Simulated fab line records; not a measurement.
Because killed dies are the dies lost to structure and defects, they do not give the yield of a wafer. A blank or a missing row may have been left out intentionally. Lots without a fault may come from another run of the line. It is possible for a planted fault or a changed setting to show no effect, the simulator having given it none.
A struck lot beside a sound one + flow n5Finfet + 17 out of 1938 route steps
Sound: these wafers, L243.1, L243.4, L243.5. Struck: wafer L258.1. (L258.3, L258.6 of the same lot were not struck and are left out.) The cause comes at the end.
At each step with rows: each side's tool, then ch and its chambers, then its first start. Under that, the readings that differ: sound wafers + struck wafers + difference of the means + sigmas: that difference in standard deviations of wafers without a fault.
alike: a reading whose means differ by less than 2 such deviations, as well as words and numbers matching on both sides. not compared: withheld readings; readings where some wafer has no value; bounds like >300 that might hide an equal value; numbers whose values overlap and for which the record gives no deviation.
A row with sigmas, a row that says differs or no value, or rows on one side alone: a step with any of these is where the two part. When numbers do not overlap yet have no deviation, they are printed without sigmas and do not part them. A reading that every wafer of one side lacks parts them only if that side has two wafers or more.

first, 4 steps without rows for these wafers: N5_BEOL_M9_HM_STRIP_39 (strips TiN in peroxide tin strip, target depth 25 nm, time 158 s); N5_BEOL_M9_SRD_40 (time 30 s); N5_BEOL_M9_PRECLEAN_42 (cleans in residue remover, time 60 s); N5_BEOL_M9_SRD_43 (time 30 s).
N5_BEOL_M9_CD_MEAS_35: target cd 70 nm, target cd y 40 nm.
  struck on cdSem-01, day 15 09:23; sound on cdSem-03, day 10 22:39
  alike: cdNm
N5_BEOL_M9_CURE_72: cures SiCOH lowk, time 120 s.
  sound on uvCure-02 ch 0, day 10 22:41; struck on uvCure-03 ch 0, day 15 09:26
  alike: lampPowerPct, wafer_temp_C_max
N5_BEOL_M9_DEGAS_44: time 60 s.
  struck on pvdSputter-01, day 15 09:54; sound on pvdSputter-02, day 11 00:44
  alike: heaterPowerW
N5_BEOL_M9_PRE_CLEAN_45: time 30 s.
  struck on pvdSputter-01, day 15 09:56; sound on pvdSputter-02, day 11 00:46
  alike: heaterPowerW
then, 1 step without rows for these wafers: N5_BEOL_M9_ALD_74 (deposits TaN, target thk 2 nm, pulse time 2 s, purge time 3 s).
N5_BEOL_M9_SURFACE_TREAT_79:
  struck on pvdSputter-01, day 15 10:29; sound on pvdSputter-03, day 11 01:08
  not compared: throttleValvePct
then, 1 step without rows for these wafers: N5_BEOL_M9_CVD_78 (deposits Co from CCTBA/H2, target thk 2 nm, time 138.9 s).
N5_BEOL_M9_SPUTTER_48: material Cu, target thk 12 nm, time 2 s.
  struck on pvdSputter-01, day 15 10:44; sound on pvdSputter-03, day 11 01:29
  alike: chamberPressurePa, chuckGasFlowSccm, throttleValvePct
N5_BEOL_M9_ECD_50: material Cu, target thk 318 nm.
  sound on ecdCu-01 ch 0,1, day 11 01:36; struck on ecdCu-01 ch 1, day 15 10:51
| reading                               | sound             | struck | difference | sigmas |
|---------------------------------------|-------------------|--------|------------|--------|
| model.Cu_of_BEOL_M9_ECD_50.thkNm (nm) | 319.6 314.4 315.2 | 536.6  | +220.2     |        |
then, 1 step without rows for these wafers: N5_BEOL_M9_ANNEAL_51 (time 90 s).
N5_BEOL_M9_CMP_52: polishes, stops on SiCOH lowk, t overpolish 7 s, target thk 140 nm.
  sound on cmp-03 ch 1,2, day 11 06:13; struck on cmp-03 ch 2, day 15 11:19
| reading             | sound          | struck | difference | sigmas |
|---------------------|----------------|--------|------------|--------|
| timeToEndpointS (s) | 62.0 64.1 63.0 | 110.9  | +47.9      | +18    |
  alike: motorCurrentA
  not compared: padLifeWafers
N5_BEOL_M9_THK_MEAS_53: measures by xrf.
  struck on filmMetro-01, day 15 11:34; sound on filmMetro-02, day 11 06:31
  alike: M9_THK
next, for these wafers, 1 step has no rows: N5_PASSIVATION_PROBE_49.

WHERE THEY PART
At N5_BEOL_M9_CMP_52 and nowhere else, as far as this record goes. Later steps at which nothing parts them and some readings are alike: N5_BEOL_M9_THK_MEAS_53.

WHY: what had been put in by the simulator
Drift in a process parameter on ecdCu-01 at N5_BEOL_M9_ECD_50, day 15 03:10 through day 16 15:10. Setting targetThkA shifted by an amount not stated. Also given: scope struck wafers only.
